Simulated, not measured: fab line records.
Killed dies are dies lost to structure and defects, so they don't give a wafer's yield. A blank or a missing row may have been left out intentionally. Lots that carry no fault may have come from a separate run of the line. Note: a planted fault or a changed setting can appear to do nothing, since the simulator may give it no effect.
What tool caused it? || flow nand-harc || 13 lots with 39 wafers sampled at 5 steps, on a route of 1159 steps

WHAT THE GAUGES SHOWED, per wafer
NHARC_A_WL_FILL_INSPECT_15. Usual: raw-defect-count reads 380 (standard deviation 110).
{"lot": "L939", "measured": "day 16 18:40", "on": "defect-inspect-02", "raw-defect-count": "443 286 329", "flag": ""}
{"lot": "L940", "measured": "day 17 07:09", "on": "defect-inspect-01", "raw-defect-count": "396 349 471", "flag": ""}
{"lot": "L942", "measured": "day 18 02:11", "on": "defect-inspect-01", "raw-defect-count": "528 576 325", "flag": ""}
{"lot": "L944", "measured": "day 18 10:09", "on": "defect-inspect-02", "raw-defect-count": "546 262 342", "flag": ""}
{"lot": "L945", "measured": "day 18 13:39", "on": "defect-inspect-01", "raw-defect-count": "356 666 668", "flag": ""}
{"lot": "L946", "measured": "day 19 00:43", "on": "defect-inspect-02", "raw-defect-count": "317 306 276", "flag": ""}
{"lot": "L947", "measured": "day 19 00:46", "on": "defect-inspect-02", "raw-defect-count": "270 303 285", "flag": ""}
{"lot": "L948", "measured": "day 19 08:28", "on": "defect-inspect-01", "raw-defect-count": "262 401 279", "flag": ""}
{"lot": "L950", "measured": "day 19 12:49", "on": "defect-inspect-02", "raw-defect-count": "413 409 379", "flag": ""}
{"lot": "L956", "measured": "day 20 19:01", "on": "defect-inspect-02", "raw-defect-count": "338 367 314", "flag": ""}
{"lot": "L955", "measured": "day 21 03:33", "on": "defect-inspect-02", "raw-defect-count": "906 474 510", "flag": ""}
{"lot": "L957", "measured": "day 21 13:19", "on": "defect-inspect-01", "raw-defect-count": "413 498 318", "flag": ""}
{"lot": "L958", "measured": "day 21 19:46", "on": "defect-inspect-02", "raw-defect-count": "483 303 354", "flag": ""}

NHARC_END_SORT_01. Usual: killed-at-array 29, standard deviation 11; killed-at-other 0.7, standard deviation 1.1; killed-at-periphery 2.9, standard deviation 2.2; killed-dies 33, standard deviation 11; killed-open 3.1, standard deviation 1.8; killed-short 1.9, standard deviation 1.4.
{"lot": "L945", "measured": "day 21 17:40", "on": "prober-01", "killed-at-array": "675 674 672", "killed-at-other": "2 1 2", "killed-at-periphery": "0 2 3", "killed-dies": "677 677 677", "killed-open": "3 3 5", "killed-short": "0 4 2", "flag": "OFF"}
{"lot": "L946", "measured": "day 22 11:59", "on": "prober-01", "killed-at-array": "677 674 675", "killed-at-other": "0 1 1", "killed-at-periphery": "0 2 1", "killed-dies": "677 677 677", "killed-open": "0 3 2", "killed-short": "2 2 0", "flag": "OFF"}
{"lot": "L947", "measured": "day 22 02:40", "on": "prober-01", "killed-at-array": "675 675 676", "killed-at-other": "0 0 0", "killed-at-periphery": "2 2 1", "killed-dies": "677 677 677", "killed-open": "2 5 2", "killed-short": "1 1 2", "flag": "OFF"}
{"lot": "L957", "measured": "day 24 20:26", "on": "prober-01", "killed-at-array": "33 33 35", "killed-at-other": "1 0 0", "killed-at-periphery": "0 1 0", "killed-dies": "34 34 35", "killed-open": "4 2 0", "killed-short": "0 1 4", "flag": ""}

TOOL THAT RAN EACH LOT (tool first, then ch and the chambers of the sampled wafers, then the start)
{"lot": "L939", "NHARC_A_WL_FILL_ETCHBACK_16": "rie-diel-08 ch 0,1,2, day 16 10:56 or earlier", "NHARC_A_WL_FILL_ETCHBACK_26": "rie-si-03 ch 0,2, day 16 10:56", "NHARC_A_CONTACT_DEP_24": "pecvd-01 ch 0,1, day 16 18:52"}
{"lot": "L940", "NHARC_A_WL_FILL_ETCHBACK_16": "rie-diel-13 ch 0,1,3, day 16 15:20 or earlier", "NHARC_A_WL_FILL_ETCHBACK_26": "rie-si-02 ch 0,2,3, day 16 15:20", "NHARC_A_CONTACT_DEP_24": "pecvd-04 ch 0,1,2, day 17 07:23"}
{"lot": "L942", "NHARC_A_WL_FILL_ETCHBACK_16": "rie-diel-13 ch 0,2, day 17 20:17 or earlier", "NHARC_A_WL_FILL_ETCHBACK_26": "rie-si-02 ch 0,1,3, day 17 20:17", "NHARC_A_CONTACT_DEP_24": "pecvd-01 ch 1,2, day 18 02:16"}
{"lot": "L944", "NHARC_A_WL_FILL_ETCHBACK_16": "rie-diel-02 ch 0,1, day 18 02:43 or earlier", "NHARC_A_WL_FILL_ETCHBACK_26": "rie-si-03 ch 0,1,2, day 18 02:43", "NHARC_A_CONTACT_DEP_24": "pecvd-03 ch 0,2, day 18 10:13"}
{"lot": "L945", "NHARC_A_WL_FILL_ETCHBACK_16": "rie-diel-02 ch 2,3, day 18 06:32 or earlier", "NHARC_A_WL_FILL_ETCHBACK_26": "rie-si-01 ch 1,2,3, day 18 06:32", "NHARC_A_CONTACT_DEP_24": "-"}
{"lot": "L946", "NHARC_A_WL_FILL_ETCHBACK_16": "rie-diel-02 ch 0,2,3, day 18 18:43 or earlier", "NHARC_A_WL_FILL_ETCHBACK_26": "rie-si-03 ch 0,3, day 18 18:43", "NHARC_A_CONTACT_DEP_24": "-"}
{"lot": "L947", "NHARC_A_WL_FILL_ETCHBACK_16": "rie-diel-13 ch 1,2,3, day 18 18:43 or earlier", "NHARC_A_WL_FILL_ETCHBACK_26": "rie-si-01 ch 1,3, day 18 18:43", "NHARC_A_CONTACT_DEP_24": "-"}
{"lot": "L948", "NHARC_A_WL_FILL_ETCHBACK_16": "rie-diel-08 ch 1,2,3, day 18 21:38 or earlier", "NHARC_A_WL_FILL_ETCHBACK_26": "rie-si-03 ch 1,2,3, day 18 21:38", "NHARC_A_CONTACT_DEP_24": "pecvd-04 ch 0,1,2, day 19 08:36"}
{"lot": "L950", "NHARC_A_WL_FILL_ETCHBACK_16": "rie-diel-02 ch 0,1,3, day 19 05:35 or earlier", "NHARC_A_WL_FILL_ETCHBACK_26": "rie-si-01 ch 0,2, day 19 05:35", "NHARC_A_CONTACT_DEP_24": "pecvd-01 ch 0,1, day 19 13:15"}
{"lot": "L956", "NHARC_A_WL_FILL_ETCHBACK_16": "rie-diel-13 ch 2,3, day 20 13:04 or earlier", "NHARC_A_WL_FILL_ETCHBACK_26": "rie-si-01 ch 1,2,3, day 20 13:04", "NHARC_A_CONTACT_DEP_24": "pecvd-01 ch 0,1, day 20 19:20"}
{"lot": "L955", "NHARC_A_WL_FILL_ETCHBACK_16": "rie-diel-08 ch 1,2, day 20 16:35 or earlier", "NHARC_A_WL_FILL_ETCHBACK_26": "rie-si-01 ch 0,1,2, day 20 16:35", "NHARC_A_CONTACT_DEP_24": "pecvd-01 ch 1,2, day 21 03:47"}
{"lot": "L957", "NHARC_A_WL_FILL_ETCHBACK_16": "rie-diel-08 ch 1,2,3, day 21 02:13 or earlier", "NHARC_A_WL_FILL_ETCHBACK_26": "rie-si-02 ch 0,1,2, day 21 02:13", "NHARC_A_CONTACT_DEP_24": "pecvd-03 ch 0,1,2, day 21 13:27"}
{"lot": "L958", "NHARC_A_WL_FILL_ETCHBACK_16": "rie-diel-02 ch 0,1,3, day 21 13:47 or earlier", "NHARC_A_WL_FILL_ETCHBACK_26": "rie-si-01 ch 0,1,2, day 21 13:47", "NHARC_A_CONTACT_DEP_24": "pecvd-03 ch 0,1,2, day 21 19:49"}
- NHARC_A_WL_FILL_ETCHBACK_16: etches the open film in C4F8/O2/Ar, target depth 88 nm, time 17.6 s.
- NHARC_A_WL_FILL_ETCHBACK_26: etches the open film in HBr, target depth 52 nm, time 13.3 s.
- NHARC_A_CONTACT_DEP_24: deposits SiO2, target thk 500 nm.

AS READ BY THE TOOLS THEMSELVES (means over the sampled wafers that have a number; for cases with no such wafer, the mark the record gives instead)
NHARC_A_WL_FILL_ETCHBACK_16. Usual: bias-w 800.2 W, standard deviation 2.3; chamber-pressure-mTorr 25.000 mTorr, standard deviation 0.02; oes-product-au 0.986 a.u., standard deviation 0.028; rf-vpp-V 723 V, standard deviation 4.4.
{"lot": "L939", "tool": "rie-diel-08", "bias-w (W)": 799.0, "chamber-pressure-mTorr (mTorr)": 24.984, "oes-product-au (a.u.)": 0.982, "rf-vpp-V (V)": 726, "flag": ""}
{"lot": "L940", "tool": "rie-diel-13", "bias-w (W)": 799.2, "chamber-pressure-mTorr (mTorr)": 24.998, "oes-product-au (a.u.)": 1.004, "rf-vpp-V (V)": 721, "flag": ""}
{"lot": "L942", "tool": "rie-diel-13", "bias-w (W)": 796.0, "chamber-pressure-mTorr (mTorr)": 24.994, "oes-product-au (a.u.)": 0.991, "rf-vpp-V (V)": 726, "flag": ""}
{"lot": "L944", "tool": "rie-diel-02", "bias-w (W)": 799.4, "chamber-pressure-mTorr (mTorr)": 25.004, "oes-product-au (a.u.)": 1.013, "rf-vpp-V (V)": 721, "flag": ""}
{"lot": "L945", "tool": "rie-diel-02", "bias-w (W)": 801.4, "chamber-pressure-mTorr (mTorr)": 25.013, "oes-product-au (a.u.)": 0.994, "rf-vpp-V (V)": 728, "flag": ""}
{"lot": "L946", "tool": "rie-diel-02", "bias-w (W)": 802.6, "chamber-pressure-mTorr (mTorr)": 25.000, "oes-product-au (a.u.)": 0.989, "rf-vpp-V (V)": 724, "flag": ""}
{"lot": "L947", "tool": "rie-diel-13", "bias-w (W)": 801.5, "chamber-pressure-mTorr (mTorr)": 25.010, "oes-product-au (a.u.)": 0.919, "rf-vpp-V (V)": 725, "flag": ""}
{"lot": "L948", "tool": "rie-diel-08", "bias-w (W)": 801.6, "chamber-pressure-mTorr (mTorr)": 25.004, "oes-product-au (a.u.)": 1.007, "rf-vpp-V (V)": 724, "flag": ""}
{"lot": "L950", "tool": "rie-diel-02", "bias-w (W)": 798.1, "chamber-pressure-mTorr (mTorr)": 25.003, "oes-product-au (a.u.)": 0.998, "rf-vpp-V (V)": 722, "flag": ""}
{"lot": "L956", "tool": "rie-diel-13", "bias-w (W)": 800.4, "chamber-pressure-mTorr (mTorr)": 24.993, "oes-product-au (a.u.)": 0.997, "rf-vpp-V (V)": 723, "flag": ""}
{"lot": "L955", "tool": "rie-diel-08", "bias-w (W)": 801.3, "chamber-pressure-mTorr (mTorr)": 25.005, "oes-product-au (a.u.)": 0.989, "rf-vpp-V (V)": 728, "flag": ""}
{"lot": "L957", "tool": "rie-diel-08", "bias-w (W)": 798.6, "chamber-pressure-mTorr (mTorr)": 25.001, "oes-product-au (a.u.)": 1.021, "rf-vpp-V (V)": 724, "flag": ""}
{"lot": "L958", "tool": "rie-diel-02", "bias-w (W)": 798.9, "chamber-pressure-mTorr (mTorr)": 24.999, "oes-product-au (a.u.)": 0.934, "rf-vpp-V (V)": 722, "flag": ""}

NHARC_A_WL_FILL_ETCHBACK_26. Usual: bias-w 60.00 W, standard deviation 0.17; chamber-pressure-mTorr 15.001 mTorr, standard deviation 0.015; drypump-motor-current-A 5.9 A, standard deviation 0.47; oes-product-au 0.994 a.u., standard deviation 0.011; throttle-valve-pct 23.267 %, standard deviation 0.0089.
{"lot": "L939", "tool": "rie-si-03", "bias-w (W)": 59.92, "chamber-pressure-mTorr (mTorr)": 15.004, "drypump-motor-current-A (A)": 6.0, "oes-product-au (a.u.)": 1.001, "throttle-valve-pct (%)": 23.267, "flag": ""}
{"lot": "L940", "tool": "rie-si-02", "bias-w (W)": 59.94, "chamber-pressure-mTorr (mTorr)": 15.002, "drypump-motor-current-A (A)": 6.0, "oes-product-au (a.u.)": 0.990, "throttle-valve-pct (%)": 23.271, "flag": ""}
{"lot": "L942", "tool": "rie-si-02", "bias-w (W)": 59.96, "chamber-pressure-mTorr (mTorr)": 14.990, "drypump-motor-current-A (A)": 5.9, "oes-product-au (a.u.)": 1.000, "throttle-valve-pct (%)": 23.267, "flag": ""}
{"lot": "L944", "tool": "rie-si-03", "bias-w (W)": 59.92, "chamber-pressure-mTorr (mTorr)": 15.004, "drypump-motor-current-A (A)": 5.8, "oes-product-au (a.u.)": 0.983, "throttle-valve-pct (%)": 23.254, "flag": ""}
{"lot": "L945", "tool": "rie-si-01", "bias-w (W)": "-", "chamber-pressure-mTorr (mTorr)": "-", "drypump-motor-current-A (A)": "-", "oes-product-au (a.u.)": "-", "throttle-valve-pct (%)": "-", "flag": "OFF"}
{"lot": "L946", "tool": "rie-si-03", "bias-w (W)": "-", "chamber-pressure-mTorr (mTorr)": "-", "drypump-motor-current-A (A)": "-", "oes-product-au (a.u.)": "-", "throttle-valve-pct (%)": "-", "flag": "OFF"}
{"lot": "L947", "tool": "rie-si-01", "bias-w (W)": "-", "chamber-pressure-mTorr (mTorr)": "-", "drypump-motor-current-A (A)": "-", "oes-product-au (a.u.)": "-", "throttle-valve-pct (%)": "-", "flag": "OFF"}
{"lot": "L948", "tool": "rie-si-03", "bias-w (W)": 60.15, "chamber-pressure-mTorr (mTorr)": 15.027, "drypump-motor-current-A (A)": 5.6, "oes-product-au (a.u.)": 0.989, "throttle-valve-pct (%)": 23.266, "flag": ""}
{"lot": "L950", "tool": "rie-si-01", "bias-w (W)": 59.85, "chamber-pressure-mTorr (mTorr)": 14.997, "drypump-motor-current-A (A)": 5.5, "oes-product-au (a.u.)": 0.984, "throttle-valve-pct (%)": 23.270, "flag": ""}
{"lot": "L956", "tool": "rie-si-01", "bias-w (W)": 59.97, "chamber-pressure-mTorr (mTorr)": 14.989, "drypump-motor-current-A (A)": 6.1, "oes-product-au (a.u.)": 0.987, "throttle-valve-pct (%)": 23.261, "flag": ""}
{"lot": "L955", "tool": "rie-si-01", "bias-w (W)": 59.99, "chamber-pressure-mTorr (mTorr)": 15.011, "drypump-motor-current-A (A)": 5.9, "oes-product-au (a.u.)": 0.996, "throttle-valve-pct (%)": 23.268, "flag": ""}
{"lot": "L957", "tool": "rie-si-02", "bias-w (W)": 60.12, "chamber-pressure-mTorr (mTorr)": 14.991, "drypump-motor-current-A (A)": 6.2, "oes-product-au (a.u.)": 1.000, "throttle-valve-pct (%)": 23.273, "flag": ""}
{"lot": "L958", "tool": "rie-si-01", "bias-w (W)": 60.16, "chamber-pressure-mTorr (mTorr)": 14.987, "drypump-motor-current-A (A)": 5.9, "oes-product-au (a.u.)": 0.987, "throttle-valve-pct (%)": 23.262, "flag": ""}

NHARC_A_CONTACT_DEP_24. Usual: heater-power-w 584 W, standard deviation 120; throttle-valve-pct 15.9 %, standard deviation 0.51.
{"lot": "L939", "tool": "pecvd-01", "heater-power-w (W)": 514, "throttle-valve-pct (%)": 15.4, "flag": ""}
{"lot": "L940", "tool": "pecvd-04", "heater-power-w (W)": 622, "throttle-valve-pct (%)": 15.7, "flag": ""}
{"lot": "L942", "tool": "pecvd-01", "heater-power-w (W)": 605, "throttle-valve-pct (%)": 16.0, "flag": ""}
{"lot": "L944", "tool": "pecvd-03", "heater-power-w (W)": 600, "throttle-valve-pct (%)": 16.5, "flag": ""}
{"lot": "L948", "tool": "pecvd-04", "heater-power-w (W)": 529, "throttle-valve-pct (%)": 16.0, "flag": ""}
{"lot": "L950", "tool": "pecvd-01", "heater-power-w (W)": 483, "throttle-valve-pct (%)": 15.6, "flag": ""}
{"lot": "L956", "tool": "pecvd-01", "heater-power-w (W)": 553, "throttle-valve-pct (%)": 15.5, "flag": ""}
{"lot": "L955", "tool": "pecvd-01", "heater-power-w (W)": 579, "throttle-valve-pct (%)": 16.0, "flag": ""}
{"lot": "L957", "tool": "pecvd-03", "heater-power-w (W)": 532, "throttle-valve-pct (%)": 15.9, "flag": ""}
{"lot": "L958", "tool": "pecvd-03", "heater-power-w (W)": 570, "throttle-valve-pct (%)": 15.8, "flag": ""}

THE ANSWER, worked out from the rows above alone
Rule: lot off if the mean of its wafers having a number is beyond 3 standard deviations from the usual mean. Also off: a lot with no number at a reading for which 4 or more lots have one. All remaining lots with rows at the step are treated as sound. After the gauges, taken in route order, come the tools' own readings; for these a lot's mean is taken, as printed above. At the first step where some lot is off, the reading lying furthest off is the one used; lots without a number count as furthest.
Off: L945, L946, L947, at NHARC_END_SORT_01 (killed-at-array). Neither off nor sound, because the step has no rows for them: L939, L940, L942, L944, L948, L950, L956, L955, L958.
If a tool, at a process step before that reading, ran all the lots that are off and no sound lot after the first of them, it fits. The gauges at NHARC_END_SORT_01 aren't tried: what is off there is off at NHARC_A_WL_FILL_ETCHBACK_26 too, on other tools, and a gauge's error can't cause that. With no start given for some of its lots, NHARC_A_WL_FILL_ETCHBACK_16 uses the hours and lot order of NHARC_A_WL_FILL_ETCHBACK_26. Of those tried, none fits.

WHAT WAS PUT IN BY THE SIMULATOR
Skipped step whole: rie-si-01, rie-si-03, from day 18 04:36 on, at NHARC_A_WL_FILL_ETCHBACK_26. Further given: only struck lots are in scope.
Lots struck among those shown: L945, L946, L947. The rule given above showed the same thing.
